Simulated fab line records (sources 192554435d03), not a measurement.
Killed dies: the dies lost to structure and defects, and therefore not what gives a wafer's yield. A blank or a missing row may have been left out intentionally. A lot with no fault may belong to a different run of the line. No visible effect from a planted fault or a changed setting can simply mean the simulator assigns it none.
fab line records	flow n5-finfet
[record] lots = 9	wafers = 27	last-day = 18
route steps=1938 shown HKMG_FIN@431 BEOL_M4@1111 PASSIVATION@1936
lots untouched by any fault: they come from a run of this same line in which no faults occurred
start-h: hours from the record's first day to the start of the lot's first wafer shown	wait-h: hours elapsed since this lot's preceding step	" identical to the entry in the row above	L1.1+2: one row covering several wafers at once	- either no value or no given start	* or withheld: withheld	< > ~ a bound
route shown NAME@n: a module of which the file shows steps, and the number in the route of the first	usual: mean and standard deviation over wafers with no fault	same: alike in all rows	chamber/n: place in a boat	sites: per-site readings	_std_site: the standard deviation of these	_edge_site: the outer-site mean with the inner-site mean subtracted	radius-mm: how far each site lies from the wafer's centre	mask NAME#n: copy n	behind: tool/chamber where the wafer was last shaped	hold: the reason the lot was held/the length of the hold in hours/how it ended	device: which transistor (n, p or np) failed to switch	end of line: the tests these same wafers got at the end of their route	a step without rows: its recipe alone	killed: at the first sort, the dies lost to defects and structure; wafer yield is something else	map: shows each die of a wafer: x if killed, . if not, _ if none is there
set.NAME: the setting the step ran with; set.NAME@STEP: the setting that earlier step ran with	model.NAME: the simulator's own value behind a step, which no gauge read
route steps across a sampled set of lots; one table per step, one row per wafer
services: from which hour (start-h, from the record's first day; less than 0 if before it) a tool's chamber was out of use, for how many hours, and why
[[steps]]
[step N5_HKMG_FIN_OVL_MEAS_13]
[recipe] points-per-wafer = 44
[usual] NWFM_OVL = -0.3/0.68
lot.wafer	tool	chamber	start-h	wait-h	NWFM_OVL[nm]
L521.2	overlay-02	0	74.51	0.0	0.3
L521.4	"	0	"	"	-0.3
L521.6	"	0	"	"	0.4
L526.1	overlay-02	0	105.04	0.0	-0.5
L526.2	"	0	"	"	-0.2
L526.3	"	0	"	"	-1.6
L527.1	overlay-01	0	110.59	0.0	-1.4
L527.2	"	0	"	"	-0.5
L527.4	"	0	"	"	-0.9
L529.3	overlay-01	0	126.66	0.0	-0.7
L529.5	"	0	"	"	-0.9
L529.6	"	0	"	"	0.0
L531.3	overlay-01	0	139.68	0.0	-1.1
L531.5	"	0	"	"	-0.3
L531.6	"	0	"	"	-0.6
L532.3	overlay-02	0	146.23	0.0	-0.5
L532.4	"	0	"	"	-0.9
L532.6	"	0	"	"	0.7
L535.1	overlay-01	0	162.16	0.0	-1.2
L535.3	"	0	"	"	-1.1
L535.6	"	0	"	"	-0.9
L537.4	overlay-01	0	171.57	0.0	-0.2
L537.5	"	0	"	"	-0.6
L537.6	"	0	"	"	0.4
L541.1	overlay-01	0	196.00	0.0	-0.3
L541.2	"	0	"	"	-1.7
L541.6	"	0	"	"	-1.4
[step N5_HKMG_FIN_ETCH_32]
[recipe] chemistry = N2/H2	target = SOC	target-depth-a = 2400	temp-c = 40	time-s = 300	ion-energy-ev = 200	mask-material = SiARC	pressure-mtorr = 30	source-w = 840	bias-w = 150	n2-flow-sccm = 200	h2-flow-sccm = 200
[usual] drypump-motor-current-A = 5.6/0.36	oes-product-au = 0.79/0.097	rf-vpp-V = 525.4/2.2	run-length-s = 323.4/0.38	showerhead-plenum-p-Torr = 2.59/0.076	throttle-valve-pct = 17.67/0.27
lot.wafer	tool	chamber	start-h	wait-h	drypump-motor-current-A	oes-product-au	rf-hours-counter-h	rf-vpp-V	run-length-s	showerhead-plenum-p-Torr	throttle-valve-pct
L521.2	rie-diel-01	2	74.72	0.0	5.9	0.87	27	527.8	322.8	2.71	17.48
L521.4	"	3	"	"	5.3	0.95	12	524.9	323.3	2.59	17.47
L521.6	"	1	"	"	5.3	0.75	-	526.2	323.3	2.63	17.87
L526.1	rie-diel-06	3	105.18	0.0	4.9	0.72	179	520.4	323.3	2.42	17.66
L526.2	"	1	"	"	5.6	0.86	49	523.3	322.9	2.58	17.74
L526.3	"	0	"	"	5.2	0.70	240	526.5	323.1	2.59	17.42
L527.1	rie-diel-06	0	110.74	0.0	5.2	0.69	242	524.5	323.3	2.59	17.41
L527.2	"	1	"	"	5.6	0.86	51	524.3	323.0	2.57	17.75
L527.4	"	3	"	"	4.9	0.72	181	519.3	323.0	2.42	17.64
L529.3	rie-diel-01	3	126.81	0.0	5.2	0.92	28	526.5	323.2	2.59	17.49
L529.5	"	1	"	"	5.3	0.74	-	526.2	323.4	2.62	17.89
L529.6	"	0	"	"	5.9	0.97	-	527.3	323.4	2.71	17.25
L531.3	rie-diel-06	2	139.83	0.0	5.6	0.69	233	525.4	323.6	2.62	17.83
L531.5	"	1	"	"	5.5	0.84	-	525.4	323.4	2.57	17.78
L531.6	"	0	"	"	5.2	0.69	-	524.8	323.1	2.58	17.43
L532.3	rie-diel-01	1	146.38	0.0	5.3	0.73	192	527.0	323.0	2.62	17.91
L532.4	"	3	"	"	5.3	0.90	34	525.9	323.2	2.58	17.50
L532.6	"	0	"	"	5.9	0.93	-	530.6	323.3	2.71	17.27
L535.1	rie-diel-06	1	162.31	0.0	5.5	0.83	72	525.4	323.2	2.57	17.80
L535.3	"	3	"	"	5.0	0.70	201	520.2	323.2	2.41	17.69
L535.6	"	3	"	"	5.0	0.70	-	519.5	323.3	2.41	17.69
L537.4	rie-diel-06	3	171.81	0.1	4.9	0.70	-	521.3	323.3	2.41	17.71
L537.5	"	1	"	"	5.6	0.83	-	523.7	323.3	2.56	17.82
L537.6	"	2	"	"	5.6	0.68	-	527.1	324.2	2.62	17.84
L541.1	rie-diel-06	1	196.17	0.0	5.6	0.80	89	524.7	323.4	2.56	17.82
L541.2	"	0	"	"	5.2	0.95	9	525.2	323.3	2.58	16.99
L541.6	"	2	"	"	5.6	0.66	-	525.1	324.4	2.61	17.86
[step N5_HKMG_FIN_ETCH_35]
[recipe] chemistry = N2/H2	target = SOC	target-depth-a = 2158	ion-energy-ev = 65	bias-w = 5	source-w = 3000	time-s = 243.4	pressure-mtorr = 30	n2-flow-sccm = 200	h2-flow-sccm = 200
[usual] drypump-motor-current-A = 5.6/0.37	oes-product-au = 0.79/0.097	rf-vpp-V = 142.1/0.95	run-length-s = 266.8/0.37	showerhead-plenum-p-Torr = 2.60/0.076	throttle-valve-pct = 17.68/0.27
lot.wafer	tool	chamber	start-h	wait-h	drypump-motor-current-A	oes-product-au	rf-hours-counter-h	rf-vpp-V	run-length-s	showerhead-plenum-p-Torr	throttle-valve-pct
L521.2	rie-diel-01	2	74.93	0.0	5.9	0.86	27	143.4	266.0	2.71	17.49
L521.4	"	3	"	"	5.2	0.93	12	143.2	267.0	2.59	17.47
L521.6	"	1	"	"	5.3	0.74	-	142.0	266.8	2.63	17.88
L526.1	rie-diel-06	3	105.39	0.0	5.0	0.72	179	141.4	266.6	2.42	17.66
L526.2	"	1	"	"	5.5	0.86	49	141.1	266.6	2.57	17.77
L526.3	"	0	"	"	5.2	0.70	240	141.9	266.7	2.59	17.41
L527.1	rie-diel-06	0	110.95	0.0	5.2	0.69	242	142.3	267.0	2.59	17.43
L527.2	"	1	"	"	5.6	0.85	51	141.7	266.8	2.57	17.77
L527.4	"	3	"	"	5.0	0.72	181	141.6	266.7	2.42	17.67
L529.3	rie-diel-01	3	127.02	0.0	5.2	0.90	28	141.6	266.9	2.59	17.48
L529.5	"	1	"	"	5.3	0.74	-	142.9	267.0	2.62	17.89
L529.6	"	0	"	"	5.9	0.97	-	142.9	267.5	2.71	17.25
L531.3	rie-diel-06	2	140.04	0.0	5.6	0.69	233	141.2	267.5	2.62	17.83
L531.5	"	1	"	"	5.6	0.84	-	142.6	266.4	2.57	17.79
L531.6	"	0	"	"	5.2	0.69	-	142.5	266.5	2.58	17.43
L532.3	rie-diel-01	1	146.59	0.0	5.3	0.74	193	141.7	266.8	2.62	17.91
L532.4	"	3	"	"	5.2	0.91	34	141.2	266.6	2.58	17.50
L532.6	"	0	"	"	5.9	0.93	-	142.3	266.9	2.71	17.27
L535.1	rie-diel-06	1	162.52	0.0	5.6	0.83	72	142.0	266.8	2.57	17.81
L535.3	"	3	"	"	4.9	0.70	201	139.8	266.6	2.41	17.69
L535.6	"	3	"	"	5.0	0.70	-	140.8	266.9	2.41	17.69
L537.4	rie-diel-06	3	172.00	0.1	4.9	0.70	-	139.6	266.5	2.41	17.71
L537.5	"	1	"	"	5.5	0.81	-	140.7	266.5	2.56	17.82
L537.6	"	2	"	"	5.6	0.68	-	141.9	267.0	2.62	17.86
L541.1	rie-diel-06	1	196.38	0.0	5.6	0.81	89	141.5	123.1	2.56	17.85
L541.2	"	0	"	"	5.2	0.94	9	141.8	266.5	2.58	17.00
L541.6	"	2	"	"	5.6	0.68	-	142.9	267.6	2.61	17.86
[step N5_HKMG_FIN_ALD_91]
[recipe] material = TiN	target-thk-a = 10	temp-c = 400	ald-precursor-family = TiCl4	ald-co-reactant = NH3	pulse-time-s = 1	purge-time-s = 3	co-reactant-purge-time-s = 2	co-reactant-pulse-time-s = 2	ald-cycles = 47	pressure-torr = 3
[usual] heater-power-w = 840/100	precursor-pulse-height-rel = 1.000/0.018
[same] ald-cycles = 47
lot.wafer	tool	chamber	start-h	wait-h	heater-power-w	precursor-pulse-height-rel
L521.2	ald-metal-02	2	75.61	0.3	791	1.013
L521.4	"	3	"	"	1005	0.976
L521.6	"	0	"	"	906	0.980
L526.1	ald-metal-01	2	106.07	0.3	917	1.023
L526.2	"	0	"	"	741	0.995
L526.3	"	3	"	"	895	1.047
L527.1	ald-metal-01	0	111.63	0.3	730	1.010
L527.2	"	3	"	"	899	0.986
L527.4	"	1	"	"	758	0.988
L529.3	ald-metal-01	1	127.70	0.1	748	1.014
L529.5	"	2	"	"	930	1.004
L529.6	"	1	"	"	767	0.983
L531.3	ald-metal-01	3	140.72	0.1	903	0.974
L531.5	"	3	"	"	913	1.008
L531.6	"	0	"	"	739	0.998
L532.3	ald-metal-02	3	147.27	0.1	1018	1.005
L532.4	"	1	"	"	835	0.992
L532.6	"	1	"	"	833	1.024
L535.1	ald-metal-02	1	163.20	0.3	816	1.009
L535.3	"	3	"	"	992	0.996
L535.6	"	0	"	"	929	1.056
L537.4	ald-metal-03	1	172.60	0.1	838	0.993
L537.5	"	3	"	"	665	1.000
L537.6	"	0	"	"	762	0.995
L541.1	ald-metal-01	1	197.06	0.3	766	0.992
L541.2	"	3	"	"	901	0.987
L541.6	"	3	"	"	877	1.001
[step N5_BEOL_M4_RC_MEAS_101]
[usual] DIBL_N = 36.0/1.9	DIBL_P = 35.6/2.2	IOFF_N = 0.15/0.031	IOFF_N_85C = 3.0/0.51	IOFF_N_LIN = 0.071/0.012	IOFF_N_LONG = 5.53e-05/2.6e-06	IOFF_P = 0.19/0.032	ION_N = 668/11	ION_P = 455/7.2	SS_N = 71.5/0.65	SS_P = 73.4/0.64	VT_N = 251/3.6	VT_N_LONG = 275.0/2	VT_N_LVT = 99/3.5	VT_P = -253/3.3
lot.wafer	tool	chamber	start-h	wait-h	DIBL_N[mV/V]	DIBL_P[mV/V]	IOFF_N[nA/um]	IOFF_N_85C[nA/um]	IOFF_N_LIN[nA/um]	IOFF_N_LONG[nA/um]	IOFF_P[nA/um]	ION_N[uA/um]	ION_P[uA/um]	SS_N[mV/dec]	SS_P[mV/dec]	VT_N[mV]	VT_N_LONG[mV]	VT_N_LVT[mV]	VT_P[mV]
L521.2	prober-01	0	190.18	0.2	36.4	35.6	0.15	3.0	0.071	5.52e-05	0.21	671	461	70.7	73.6	249	274.5	99	-249
L521.4	"	0	"	"	35.7	34.2	0.14	2.8	0.067	5.5e-05	0.19	664	460	70.1	73.3	251	270.7	100	-251
L521.6	"	0	"	"	37.5	36.3	0.17	3.3	0.080	5.53e-05	0.22	675	457	71.0	73.7	250	275.3	97	-250
L527.1	prober-01	0	241.22	0.0	37.8	38.5	0.18	3.5	0.081	5.37e-05	0.21	682	457	72.4	73.8	249	272.8	97	-252
L527.2	"	0	"	"	38.2	39.4	0.19	3.6	0.084	5.26e-05	0.23	678	459	72.5	73.5	249	273.3	97	-253
L527.4	"	0	"	"	36.1	37.7	0.16	3.1	0.075	5.23e-05	0.21	677	466	71.5	73.6	248	277.1	99	-252
L526.1	prober-02	0	241.66	0.0	33.2	32.0	0.11	2.2	0.051	5.46e-05	0.14	649	441	72.3	71.9	260	277.6	107	-256
L526.2	"	0	"	"	38.8	39.7	0.21	3.9	0.089	5.39e-05	0.25	672	453	73.0	73.9	246	273.9	97	-249
L526.3	"	0	"	"	34.7	34.8	0.13	2.7	0.065	5.3e-05	0.18	658	454	71.3	73.4	255	278.5	103	-252
L529.3	prober-02	0	248.01	0.3	34.0	33.2	0.12	2.5	0.059	5.8e-05	0.19	650	452	71.2	72.7	255	273.6	106	-251
L529.5	"	0	"	"	34.2	32.6	0.12	2.5	0.059	5.83e-05	0.17	660	453	71.1	72.7	257	277.5	107	-255
L529.6	"	0	"	"	32.9	32.8	0.11	2.3	0.058	5.7e-05	0.17	665	458	71.4	72.7	254	271.9	106	-254
L531.3	prober-01	0	288.47	0.3	33.1	33.0	0.11	2.3	0.059	5.91e-05	0.17	663	455	70.5	72.5	251	272.0	100	-254
L531.5	"	0	"	"	33.8	33.7	0.12	2.5	0.062	5.98e-05	0.17	661	454	71.3	73.3	250	271.3	99	-253
L531.6	"	0	"	"	32.3	31.0	0.10	2.2	0.054	6.04e-05	0.14	658	449	70.5	73.1	255	272.2	101	-256
L532.3	prober-02	0	292.35	0.3	33.7	31.6	0.12	2.5	0.061	5.9e-05	0.15	657	449	70.3	73.2	254	270.5	98	-255
L532.4	"	0	"	"	33.0	31.3	0.12	2.4	0.058	5.84e-05	0.15	653	451	70.8	72.9	254	272.2	99	-258
L532.6	"	0	"	"	34.4	33.1	0.13	2.6	0.064	5.92e-05	0.17	658	456	70.9	73.0	253	270.0	99	-253
L535.1	prober-02	0	297.91	0.0	38.4	38.4	0.19	3.7	0.086	5.64e-05	0.22	677	462	70.7	74.3	246	274.0	94	-246
L535.3	"	0	"	"	37.1	36.7	0.15	3.1	0.071	5.65e-05	0.20	670	460	71.2	72.8	252	275.6	99	-250
L535.6	"	0	"	"	35.3	34.2	0.12	2.5	0.060	5.73e-05	0.16	670	461	70.6	72.8	252	276.6	101	-255
L537.4	prober-01	0	308.79	0.5	34.9	35.3	0.14	2.9	0.067	5.75e-05	0.18	667	454	71.1	73.0	251	273.0	98	-253
L537.5	"	0	"	"	35.5	36.0	0.15	3.0	0.070	5.7e-05	0.20	662	450	71.2	73.4	249	277.0	98	-248
L537.6	"	0	"	"	33.6	34.6	0.13	2.6	0.063	5.65e-05	0.18	667	461	71.0	73.0	251	275.0	98	-252
L541.1	prober-02	0	322.43	0.0	35.0	34.7	0.00	0.0	0.000	3.08e-05	0.19	239	460	71.3	73.9	462	480.5	302	-254
L541.2	"	0	"	"	35.7	34.8	0.15	3.0	0.069	5.46e-05	0.18	666	452	72.6	74.2	251	275.3	99	-253
L541.6	"	0	"	"	36.2	35.4	0.14	2.8	0.065	5.45e-05	0.19	658	449	71.9	73.3	256	276.7	102	-252
[step N5_PASSIVATION_PROBE_49]
[usual] defect-limited-yield = 91.3/1.4	killed_at_M0_to_M3 = 34/10	killed_at_M4_up = 14/5.5	killed-at-contacts = 12/6	killed-at-front-end = 40/10	killed-at-other = 3.0/2.4	killed-dies = 103/17	killed-open = 68/13	killed-short = 34/7.8	sort_bin_5_function = 5.1/0.97	sort_bin_6_memory = 3.3/0.66	sort_bin_8_speed = 0.02/0.12	sort-n-pass = 1077/17	sort-yield-pct = 91.2/1.4
[same] gross-dies = 1180	killed-at-back-side = 0	sort_bin_4_leakage[%] = 0
lot.wafer	tool	chamber	start-h	wait-h	defect-limited-yield[%]	killed_at_M0_to_M3	killed_at_M4_up	killed-at-contacts	killed-at-front-end	killed-at-other	killed-dies	killed-open	killed-short	sort_bin_5_function[%]	sort_bin_6_memory[%]	sort_bin_8_speed[%]	sort-n-pass	sort-yield-pct[%]
L527.1	prober-02	-	347.58	0.0	91.1	32	13	13	42	5	105	66	32	5.6	2.5	0	1075	91.1
L527.2	prober-02	-	347.63	0.1	93.8	34	7	10	19	3	73	49	24	3.6	2.2	0	1107	93.8
L527.4	prober-02	-	347.73	0.2	91.3	27	28	11	35	2	103	72	31	5.0	3.4	0	1077	91.3
L529.3	prober-01	-	356.71	0.1	90.8	38	14	15	36	5	108	74	31	5.3	3.6	0	1072	90.8
L529.5	prober-01	-	356.81	0.2	90.6	33	23	14	40	1	111	74	33	5.1	4.1	0	1069	90.6
L529.6	prober-01	-	356.86	0.3	91.0	27	18	19	40	2	106	79	25	5.5	3.4	0	1074	91.0
L531.3	prober-01	-	397.44	0.1	93.1	25	16	5	32	4	82	48	31	4.4	2.3	0	1098	93.1
L531.5	prober-01	-	397.54	0.2	91.2	23	14	2	62	3	104	75	29	5.5	3.1	0	1076	91.2
L531.6	prober-01	-	397.59	0.3	91.5	20	14	10	51	5	100	56	42	4.6	3.6	0	1080	91.5
L537.4	prober-01	-	423.44	0.2	89.9	49	19	12	38	1	119	75	44	5.9	3.7	0	1061	89.9
L537.5	prober-01	-	423.49	0.2	89.0	43	11	13	57	6	130	89	40	6.0	4.6	0	1050	89.0
L537.6	prober-01	-	423.54	0.3	91.4	40	6	9	41	5	101	59	41	4.6	3.4	0	1079	91.4
L541.1	prober-02	-	424.43	0.0	87.5	49	23	10	63	2	147	105	39	7.8	4.6	87.54	0	0
L541.2	prober-02	-	424.48	0.1	90.3	39	16	12	46	1	114	79	35	5.3	3.8	0	1066	90.3
L541.6	prober-02	-	424.68	0.3	90.5	39	23	9	39	2	112	86	26	5.3	4.0	0	1068	90.5
// killed by level:class
L527.1 STI_FIN_REVEAL:geometric-particle:open=15 BEOL_M1:geometric-particle:open=11 MOL_CONTACT_COAG:geometric-particle:open=11 BEOL_M0_SAQP:geometric-particle:short=8 BEOL_M0_SAQP:geometric-particle:open=7 FIN_SAQP:geometric-particle:short=5 STI_FIN_REVEAL:geometric-particle:short=4 HKMG_FIN:area-etch=4
L527.2 MOL_CONTACT_COAG:geometric-particle:open=9 BEOL_M0_SAQP:geometric-particle:open=8 BEOL_M1:geometric-particle:open=6 BEOL_M0_SAQP:geometric-particle:short=5 FIN_SAQP:geometric-particle:open=4 STI_FIN_REVEAL:geometric-particle:open=3 GATE_CUT:geometric-particle:open=3 BEOL_M0:geometric-particle:short=3
L527.4 STI_FIN_REVEAL:geometric-particle:open=13 BEOL_M4:geometric-particle:open=12 BEOL_M0_SAQP:geometric-particle:open=8 BEOL_M0_SAQP:geometric-particle:short=8 MOL_CONTACT_COAG:geometric-particle:open=7 STI_FIN_REVEAL:geometric-particle:short=6 BEOL_M3:geometric-particle:open=5 BEOL_M4:geometric-particle:short=5
L529.3 BEOL_M2:geometric-particle:open=13 MOL_CONTACT_COAG:geometric-particle:open=11 BEOL_M1:geometric-particle:open=8 FIN_SAQP:geometric-particle:short=5 FIN_SAQP:geometric-particle:open=5 BEOL_M5:geometric-particle:open=5 STI_FIN_REVEAL:geometric-particle:open=4 ILD0:geometric-particle:short=4
L529.5 FIN_SAQP:geometric-particle:short=12 MOL_CONTACT_COAG:geometric-particle:open=10 BEOL_M2:geometric-particle:open=9 BEOL_M4:geometric-particle:open=9 FIN_SAQP:geometric-particle:open=8 BEOL_M3:geometric-particle:open=7 STI_FIN_REVEAL:geometric-particle:open=6 BEOL_M1:geometric-particle:open=6
L529.6 FIN_SAQP:geometric-particle:open=13 MOL_CONTACT_COAG:geometric-particle:open=12 FIN_SAQP:geometric-particle:short=7 MOL_CONTACT_COAG:geometric-particle:short=7 BEOL_M2:geometric-particle:open=7 BEOL_M3:geometric-particle:open=7 STI_FIN_REVEAL:geometric-particle:open=6 BEOL_M1:geometric-particle:open=6
L531.3 FIN_SAQP:geometric-particle:short=10 BEOL_M3:geometric-particle:open=8 BEOL_M0_SAQP:geometric-particle:short=6 BEOL_M4:geometric-particle:open=6 STI_FIN_REVEAL:geometric-particle:open=5 FIN_SAQP:geometric-particle:open=4 MOL_CONTACT_COAG:geometric-particle:open=4 BEOL_M0:geometric-particle:open=4
L531.5 FIN_SAQP:geometric-particle:open=22 FIN_SAQP:geometric-particle:short=9 STI_FIN_REVEAL:geometric-particle:open=9 BEOL_M2:geometric-particle:open=7 BEOL_M1:geometric-particle:open=6 DUMMY_GATE:geometric-particle:open=5 GATE_CUT:geometric-particle:short=5 GATE_CUT:geometric-particle:open=4
L531.6 STI_FIN_REVEAL:geometric-particle:open=13 FIN_SAQP:geometric-particle:short=8 MOL_CONTACT_COAG:geometric-particle:open=8 FIN_SAQP:geometric-particle:open=5 BEOL_M0_SAQP:geometric-particle:open=5 BEOL_M4:geometric-particle:open=5 STARTING-WAFER:geometric-particle:short=5 FIN_CUT:geometric-particle:short=4
L537.4 BEOL_M0_SAQP:geometric-particle:open=13 BEOL_M2:geometric-particle:open=13 BEOL_M0_SAQP:geometric-particle:short=12 FIN_SAQP:geometric-particle:short=9 FIN_SAQP:geometric-particle:open=8 MOL_CONTACT_COAG:geometric-particle:open=8 BEOL_M4:geometric-particle:open=8 STI_FIN_REVEAL:geometric-particle:open=4
L537.5 STI_FIN_REVEAL:geometric-particle:open=16 BEOL_M2:geometric-particle:open=12 MOL_CONTACT_COAG:geometric-particle:open=11 GATE_CUT:geometric-particle:short=10 BEOL_M0_SAQP:geometric-particle:open=8 FIN_SAQP:geometric-particle:open=7 FIN_SAQP:geometric-particle:short=6 BEOL_M0_SAQP:geometric-particle:short=6
L537.6 BEOL_M0_SAQP:geometric-particle:short=12 GATE_CUT:geometric-particle:short=10 MOL_CONTACT_COAG:geometric-particle:open=8 BEOL_M0_SAQP:geometric-particle:open=8 STI_FIN_REVEAL:geometric-particle:open=7 BEOL_M2:geometric-particle:open=7 BEOL_M3:geometric-particle:open=5 FIN_SAQP:geometric-particle:short=4
L541.1 STI_FIN_REVEAL:geometric-particle:open=23 FIN_SAQP:geometric-particle:open=14 BEOL_M2:geometric-particle:open=11 BEOL_M1:geometric-particle:open=11 BEOL_M4:geometric-particle:open=10 FIN_SAQP:geometric-particle:short=9 BEOL_M0_SAQP:geometric-particle:short=8 MOL_CONTACT_COAG:geometric-particle:open=7
L541.2 BEOL_M1:geometric-particle:open=14 STI_FIN_REVEAL:geometric-particle:open=11 FIN_SAQP:geometric-particle:short=10 FIN_SAQP:geometric-particle:open=9 MOL_CONTACT_COAG:geometric-particle:open=7 BEOL_M4:geometric-particle:open=7 DUMMY_GATE:geometric-particle:open=6 MOL_CONTACT_COAG:geometric-particle:short=5
L541.6 BEOL_M2:geometric-particle:open=12 FIN_SAQP:geometric-particle:open=10 MOL_CONTACT_COAG:geometric-particle:open=8 BEOL_M1:geometric-particle:open=8 STI_FIN_REVEAL:geometric-particle:open=7 BEOL_M5:geometric-particle:open=6 BEOL_M3:geometric-particle:open=6 FIN_SAQP:geometric-particle:short=5
[[services]]
tool	chamber	start-h	hours	kind
ald-metal-01	1	82.87	5.1	repair
rie-diel-01	1	88.33	1.7	repair
ald-metal-02	3	97.31	26.2	repair
rie-diel-01	0	99.46	-	clean
rie-diel-01	0	99.46	-	consumable-replace:focus-ring
rie-diel-01	0	99.46	-	consumable-replace:showerhead
rie-diel-01	0	99.46	25.6	scheduled-down
rie-diel-01	0	99.46	25.6	vent-cycle
rie-diel-01	1	111.49	9.7	repair
rie-diel-06	0	130.10	4.0	repair
rie-diel-06	0	141.88	-	clean
rie-diel-06	0	141.88	-	consumable-replace:focus-ring
rie-diel-06	0	141.88	33.7	scheduled-down
rie-diel-06	0	141.88	33.7	vent-cycle
rie-diel-01	3	156.77	43.4	repair
rie-diel-06	3	181.80	17.0	repair
[[key]]
[first-sign] step = N5_HKMG_FIN_ETCH_35	reading = run-length-s	direction = down	sigmas = 99+	usual = *	struck = *
[effect] step = N5_BEOL_M4_RC_MEAS_101	reading = VT_N_LONG	direction = up	sigmas = 99+	usual = 275.0	struck = 480.5
[effect] step = N5_BEOL_M4_RC_MEAS_101	reading = VT_N_LVT	direction = up	sigmas = 59	usual = 99	struck = 302
[effect] step = N5_BEOL_M4_RC_MEAS_101	reading = VT_N	direction = up	sigmas = 58	usual = 251	struck = 462
[effect] step = N5_BEOL_M4_RC_MEAS_101	reading = ION_N	direction = down	sigmas = 38	usual = 668	struck = 239
[effect] step = N5_BEOL_M4_RC_MEAS_101	reading = IOFF_N_LONG	direction = down	sigmas = 9.6	usual = 5.53e-05	struck = 3.08e-05
[effect] step = N5_BEOL_M4_RC_MEAS_101	reading = IOFF_N_LIN	direction = down	sigmas = 5.8	usual = 0.071	struck = 0.000
[effect] step = N5_BEOL_M4_RC_MEAS_101	reading = IOFF_N_85C	direction = down	sigmas = 5.8	usual = 3.0	struck = 0.0
[effect] step = N5_BEOL_M4_RC_MEAS_101	reading = IOFF_N	direction = down	sigmas = 4.8	usual = 0.15	struck = 0.00
[effect] step = N5_PASSIVATION_PROBE_49	reading = sort_bin_8_speed	direction = up	sigmas = 99+	usual = 0.02	struck = 87.54
met-at N5_HKMG_FIN_ETCH_35
struck-lots L541
struck-wafers L541.1
not-acting-at N5_HKMG_FIN_OVL_MEAS_13,N5_HKMG_FIN_ETCH_32,N5_HKMG_FIN_ALD_91
onset-between 172.00 196.38
[fault] kind = process-parameter-drift	tool = rie-diel-06	chamber = -	onset-h = 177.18	steps = N5_HKMG_FIN_ETCH_35	channel = time-s	offset = *	shape = step	end-h = 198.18	scope = struck-wafers-only	acts-in = *	stated = *
